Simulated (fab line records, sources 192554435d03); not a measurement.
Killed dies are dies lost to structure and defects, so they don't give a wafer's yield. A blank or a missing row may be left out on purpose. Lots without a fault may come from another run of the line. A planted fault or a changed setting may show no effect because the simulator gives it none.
Which tool did it? | flow n5_finfet | 10 lots, 27 wafers sampled, at 5 steps of a route of 1938

WHAT THE GAUGES READ, wafer by wafer
N5_BEOL_M4_RC_MEAS_101.
lot  | measured     | on        | DIBL_N (mV/V)
L812 | day 8 10:56  | prober-02 | 37.5 38.5 35.5
L816 | day 10 03:01 | prober-02 | 36.8 37.5
L819 | day 10 14:59 | prober-01 | 35.9 36.2 35.8
L821 | day 11 00:23 | prober-02 | 36.5 35.9
L822 | day 10 20:46 | prober-01 | 37.1 34.2 35.5
L828 | day 12 07:54 | prober-02 | 35.5 34.3 34.1
L827 | day 12 20:54 | prober-01 | 34.6 36.3 35.0
L830 | day 13 01:29 | prober-01 | 34.0 33.5 34.8
L832 | day 13 15:20 | prober-01 | 36.0 35.9 35.4
L833 | day 14 09:00 | prober-02 | 35.6 35.0

WHICH TOOL RAN EACH LOT (tool, then ch and the chambers of the sampled wafers, then the start)
lot  | N5_BEOL_M2_CMP_52             | N5_BEOL_M2_CO_CAP_55             | N5_BEOL_M2_DEP_57               | N5_BEOL_M3_ETCH_74
L812 | cmp-04 ch 1,3, day 7 12:22    | cvd_co-01 ch 0,2, day 7 12:43    | pecvd-01 ch 0,2, day 7 12:49    | rie_diel-01 ch 0,2, day 7 14:25
L816 | cmp-02 ch 0,1, day 9 04:27    | cvd_co-02 ch 0,2, day 9 04:43    | pecvd-03 ch 1,2, day 9 04:49    | rie_diel-05 ch 2,3, day 9 06:45
L819 | cmp-04 ch 1,2,3, day 9 10:25  | cvd_co-02 ch 1,2, day 9 10:58    | pecvd-01 ch 0,1,2, day 9 11:07  | rie_diel-05 ch 0,2,3, day 9 13:40
L821 | cmp-03 ch 1,3, day 9 14:59    | cvd_co-01 ch 0,2, day 9 15:17    | pecvd-02 ch 0,1, day 9 15:23    | rie_diel-01 ch 2,3, day 9 16:38
L822 | cmp-02 ch 1,2,3, day 9 19:10  | cvd_co-02 ch 0,1, day 9 19:30    | pecvd-01 ch 1,2, day 9 19:38    | rie_diel-05 ch 0,1,2, day 9 21:05
L828 | cmp-02 ch 1,2,3, day 11 07:08 | cvd_co-01 ch 0,1,2, day 11 07:25 | pecvd-03 ch 0,1,2, day 11 07:31 | rie_diel-05 ch 0,1, day 11 12:17
L827 | cmp-02 ch 0,1,2, day 11 15:44 | cvd_co-01 ch 0,1, day 11 16:07   | pecvd-02 ch 0,1, day 11 16:14   | rie_diel-06 ch 0,3, day 11 17:46
L830 | cmp-02 ch 1,3, day 12 02:04   | cvd_co-02 ch 1,2, day 12 02:26   | pecvd-02 ch 0,2, day 12 02:34   | rie_diel-05 ch 0,3, day 12 04:12
L832 | cmp-03 ch 0,2, day 12 18:08   | cvd_co-01 ch 0,1,2, day 12 18:39 | pecvd-02 ch 0,2, day 12 18:46   | rie_diel-01 ch 2,3, day 12 21:37
L833 | cmp-02 ch 0,1, day 13 03:32   | cvd_co-02 ch 1,2, day 13 03:54   | pecvd-02 ch 1, day 13 04:01     | rie_diel-01 ch 2,3, day 13 05:37
- N5_BEOL_M2_CMP_52: polishes, stops on SiOC, t overpolish 6.8 s, target thk 40 nm.
- N5_BEOL_M2_CO_CAP_55: material Co, precursor CCTBA/H2, target thk 2 nm, time 102.1 s.
- N5_BEOL_M2_DEP_57: deposits SiCN from 3MS/NH3, target thk 8 nm, time 14 s.
- N5_BEOL_M3_ETCH_74: etches underlayer in N2/H2, target depth 6.5 nm, time 5.2 s.

THE ANSWER, worked out from the rows above alone
Rule: what is usual is taken from the lots themselves. Put in order of their means at a reading, lots are off if they are a third of the lots or fewer, leave a main group of 4 or more, and stand apart from it by a gap of 3 or more times the standard deviation of the main group's means; of several such gaps the widest counts. A main group whose means are all the same, to the digits that the tables above print for the reading, isn't used. A lot without any number at a reading at which 4 lots or more have one is off too. The other lots that the step has rows for count as sound.
No lot is off at any reading shown: from this, nothing can be told.

WHAT THE SIMULATOR HAD PUT IN
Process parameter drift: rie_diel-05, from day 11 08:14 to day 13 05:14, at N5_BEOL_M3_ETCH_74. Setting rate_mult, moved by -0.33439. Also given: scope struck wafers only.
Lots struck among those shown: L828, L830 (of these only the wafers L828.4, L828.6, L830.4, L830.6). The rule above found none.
